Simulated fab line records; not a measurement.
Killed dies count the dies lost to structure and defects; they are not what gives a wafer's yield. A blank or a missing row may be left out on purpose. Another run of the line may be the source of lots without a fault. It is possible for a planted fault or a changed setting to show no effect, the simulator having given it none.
Split-lot experiment + flow n5-finfet + 39 wafers read from 7 lots, route of 1938 steps

THE SPLIT ITSELF
At N5_PASSIVATION_AL_DEP_21 (deposits Al, target thk 2800 nm, time 170 s), the setting time-s was moved away from the recipe's 170 s on 18 of the 39 wafers read, by -46.7% to +56.3%. All remaining wafers had this setting at the recipe value.

The reading is taken at the split's own step.

THE READING
Al_of_PASSIVATION_AL_DEP_21.thk-nm (the simulator's own value, which no gauge read), in nm, at N5_PASSIVATION_AL_DEP_21 (deposits Al, target thk 2800 nm, time 170 s). The file gives no usual value for it. Here, 21 wafers ran the recipe; their average is 2802 nm with a standard deviation of 32 nm.

| wafer  | tool, chamber at the split | time-s as run, s | against the recipe | Al_of_PASSIVATION_AL_DEP_21.thk-nm, nm | against lot-mates on the recipe |
|--------|----------------------------|------------------|--------------------|----------------------------------------|---------------------------------|
| L074.1 | pvd-sputter-03, -          | 170              | recipe             | 2804                                   | -                               |
| L074.5 | pvd-sputter-03, -          | 170              | recipe             | 2807                                   | -                               |
| L074.6 | pvd-sputter-03, -          | 170              | recipe             | 2829                                   | -                               |
| L076.1 | pvd-sputter-01, -          | 170              | recipe             | 2840                                   | -                               |
| L076.2 | pvd-sputter-01, -          | 170              | recipe             | 2823                                   | -                               |
| L076.3 | pvd-sputter-01, -          | 90.62            | -46.7%             | 1536                                   | -1301                           |
| L076.4 | pvd-sputter-01, -          | 90.62            | -46.7%             | 1541                                   | -1296                           |
| L076.5 | pvd-sputter-01, -          | 90.62            | -46.7%             | 1509                                   | -1328                           |
| L076.6 | pvd-sputter-01, -          | 170              | recipe             | 2848                                   | -                               |
| L079.1 | pvd-sputter-02, -          | 127.9            | -24.8%             | 2074                                   | -665                            |
| L079.2 | pvd-sputter-02, -          | 170              | recipe             | 2730                                   | -                               |
| L079.3 | pvd-sputter-02, -          | 170              | recipe             | 2752                                   | -                               |
| L079.4 | pvd-sputter-02, -          | 127.9            | -24.8%             | 2037                                   | -702                            |
| L079.5 | pvd-sputter-02, -          | 127.9            | -24.8%             | 2065                                   | -674                            |
| L079.6 | pvd-sputter-02, -          | 170              | recipe             | 2735                                   | -                               |
| L081.1 | pvd-sputter-03, -          | 170              | recipe             | 2793                                   | -                               |
| L081.2 | pvd-sputter-03, -          | 170              | recipe             | 2777                                   | -                               |
| L081.3 | pvd-sputter-03, -          | 170              | recipe             | 2786                                   | -                               |
| L081.4 | pvd-sputter-03, -          | 136              | -20.0%             | 2206                                   | -579                            |
| L081.5 | pvd-sputter-03, -          | 136              | -20.0%             | 2245                                   | -540                            |
| L081.6 | pvd-sputter-03, -          | 136              | -20.0%             | 2232                                   | -553                            |
| L089.1 | pvd-sputter-03, -          | 265.7            | +56.3%             | 4360                                   | +1558                           |
| L089.6 | pvd-sputter-03, -          | 265.7            | +56.3%             | 4360                                   | +1558                           |
| L089.2 | pvd-sputter-03, -          | 170              | recipe             | 2797                                   | -                               |
| L089.3 | pvd-sputter-03, -          | 170              | recipe             | 2799                                   | -                               |
| L089.4 | pvd-sputter-03, -          | 170              | recipe             | 2811                                   | -                               |
| L089.5 | pvd-sputter-03, -          | 265.7            | +56.3%             | 4373                                   | +1571                           |
| L090.1 | pvd-sputter-01, -          | 170              | recipe             | 2805                                   | -                               |
| L090.2 | pvd-sputter-01, -          | 212.7            | +25.1%             | 3521                                   | +716                            |
| L090.3 | pvd-sputter-01, -          | 170              | recipe             | 2783                                   | -                               |
| L090.4 | pvd-sputter-01, -          | 212.7            | +25.1%             | 3522                                   | +717                            |
| L090.5 | pvd-sputter-01, -          | 212.7            | +25.1%             | 3522                                   | +717                            |
| L090.6 | pvd-sputter-01, -          | 170              | recipe             | 2828                                   | -                               |
| L092.1 | pvd-sputter-01, -          | 170              | recipe             | 2827                                   | -                               |
| L092.2 | pvd-sputter-01, -          | 235.2            | +38.4%             | 3915                                   | +1086                           |
| L092.3 | pvd-sputter-01, -          | 170              | recipe             | 2816                                   | -                               |
| L092.4 | pvd-sputter-01, -          | 235.2            | +38.4%             | 3906                                   | +1077                           |
| L092.5 | pvd-sputter-01, -          | 170              | recipe             | 2845                                   | -                               |
| L092.6 | pvd-sputter-01, -          | 235.2            | +38.4%             | 3924                                   | +1095                           |

FIT RESULTS
A straight line over all 39 wafers: Al_of_PASSIVATION_AL_DEP_21.thk-nm changes by +28.1 nm for each +1% of time-s; r = +1.00; the points scatter about the line by 33 nm.
The same after taking each lot's own level away (the mean of its wafers on the recipe; 39 wafers): +28 nm for each +1%; r = +1.00; scatter 14 nm.
That fit puts the effect of the largest move of time-s on the reading at 1.6e+03 nm.
Across the lots, their own levels run from 2739.0 to 2837.0 nm, a range of 3.0 times the standard deviation given above.
So the lot-to-lot level changes the slope little: the two slopes agree.
Check: +1.58e+03 nm against its lot-mates is what the line predicts for one of the wafers moved furthest among these (+56.3%) when that wafer is left out of the fit. It came out at +1.56e+03 nm against them.

FURTHER SPLITS ON THESE WAFERS
Other splits were also applied to these wafers ahead of the reading. Each is held against what the fit with the lots' levels taken away leaves over:
| other split on the same wafers      | wafers away from the commonest value | r with Al_of_PASSIVATION_AL_DEP_21.thk-nm (lot level and that fit taken away) |
|-------------------------------------|--------------------------------------|-------------------------------------------------------------------------------|
| N5_BEOL_M9_HM_DEP_02 target-thk-a   | 12                                   | +0.24                                                                         |
| N5_BEOL_M12_ILD_DEP_00 target-thk-a | 15                                   | -0.01                                                                         |
| N5_BEOL_M14_SPUTTER_44 target-thk-a | 15                                   | +0.11                                                                         |

THE WHOLE CHAIN: every reading that the file lists as answering this split, in the file's order
| step                     | what it does                                            | reading                                                                             | change (the file's fit)                                                           | r (the file's) |
|--------------------------|---------------------------------------------------------|-------------------------------------------------------------------------------------|-----------------------------------------------------------------------------------|----------------|
| N5_PASSIVATION_AL_DEP_21 | deposits Al, target thk 2800 nm, time 170 s             | Al_of_PASSIVATION_AL_DEP_21.thk-nm (the simulator's own value, which no gauge read) | +28 nm for each +1% of the setting                                                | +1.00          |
| N5_PASSIVATION_ETCH_59   | etches TaN in Cl2/BCl3, target depth 65 nm, time 34.9 s | oes-product-au                                                                      | not straight: 0.87 at the lowest setting, 0.84 at the recipe, 0.25 at the highest | not given      |

FILE'S OWN FIT
Al_of_PASSIVATION_AL_DEP_21.thk-nm changes by +28 nm for each +1% of time-s, r = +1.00.
